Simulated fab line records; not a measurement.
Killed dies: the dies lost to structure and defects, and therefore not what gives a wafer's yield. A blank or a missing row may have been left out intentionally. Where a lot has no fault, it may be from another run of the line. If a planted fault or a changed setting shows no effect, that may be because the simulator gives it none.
One fault seen from 2 desks -- flow nand_harc -- each desk has only its own numbers; what lay behind them comes last

== AT THE METROLOGY DESK ==
Means of the sampled wafers that have a number, per lot and without regard to the tool the lot ran on: this is what the gauges read. If a lot's mean is further than 4 standard deviations from the usual mean, the lot is out of limits and carries the mark OUT (the distance appears in the brackets).
Columns: A = trench_depth_nm at NHARC_P_STI_OCD_MEAS_17, usual 300 nm; B = trench_foot_cd_nm at NHARC_P_STI_OCD_MEAS_17, usual 156.8 nm; C = cd_nm at NHARC_P_GATE_CD_MEAS_26, usual 120.0 nm
lot,first seen here,A,B,C
L845,day 3 00:40,296,161.0,120.4
L846,day 3 10:00,299,157.4,120.1
L847,day 3 17:17,295,156.3,119.6
L849,day 4 12:28,296,157.1,120.1
L852,day 5 19:16,301,156.9,119.7
L854,day 6 16:17,297,156.1,120.4
L855,day 7 01:07,301,157.6,119.7
L857,day 7 21:08,303,157.1,120.2
L858,day 8 07:20,303,158.2,120.4
L859,day 8 15:32,297,157.9,120.0
L861,day 9 10:41,302,155.1,138.7 (+34) OUT
L862,day 9 23:22,295,155.3,139.2 (+35) OUT
L867,day 11 23:42,296,156.1,120.5
L868,day 12 09:29,306,153.5,120.1
This desk's verdict: out of limits on L861, L862, starting with L861 at day 11 16:26 (cd_nm at NHARC_P_GATE_CD_MEAS_26). L845, L846, L847, L849, L852, L854, L855, L857, L858, L859, L867, L868 stayed within limits.

== AT THE TOOL OWNER'S DESK: arfi_scanner-02 ==
The tool's own readings at NHARC_P_GATE_EXPOSE_23 (exposes mask P GATE, target cd 120 nm): means of the sampled wafers that have a number, for each lot that ran on this tool. If a lot's mean is further than 4 standard deviations from the usual mean, the lot is out of limits and carries the mark OUT (the distance appears in the brackets).
Columns: A = exposure_dose_mJ_cm2 at NHARC_P_GATE_EXPOSE_23, usual 93.88
lot,first seen here,A
L845,day 5 07:40,93.92
L846,day 5 14:23,93.88
L855,day 9 09:08,93.90
L859,day 11 08:28,93.90
L861,day 11 16:17,68.42 (-99 or more) OUT
L862,day 12 02:07,68.28 (-99 or more) OUT
This desk's verdict: out of limits on L861, L862, starting with L861 at day 11 16:17 (exposure_dose_mJ_cm2 at NHARC_P_GATE_EXPOSE_23). L845, L846, L855, L859 stayed within limits.

== BROUGHT TOGETHER ==
The tool owner's desk could have raised an alarm at day 11 16:17, on L861, L862.
At day 11 16:26 the metrology desk could have sounded an alarm, on L861, L862.
Of the lots named, all ran NHARC_P_GATE_EXPOSE_23 on arfi_scanner-02.

== WHAT THE SIMULATOR PUT IN ==
Process parameter drift: arfi_scanner-02, from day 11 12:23 on, at NHARC_P_GATE_EXPOSE_23. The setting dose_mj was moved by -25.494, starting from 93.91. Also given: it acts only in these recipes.
Struck lots among those shown: L861, L862.
Fault start to first reading out of limits, in hours, per desk: tool owner, 4; metrology, 4.
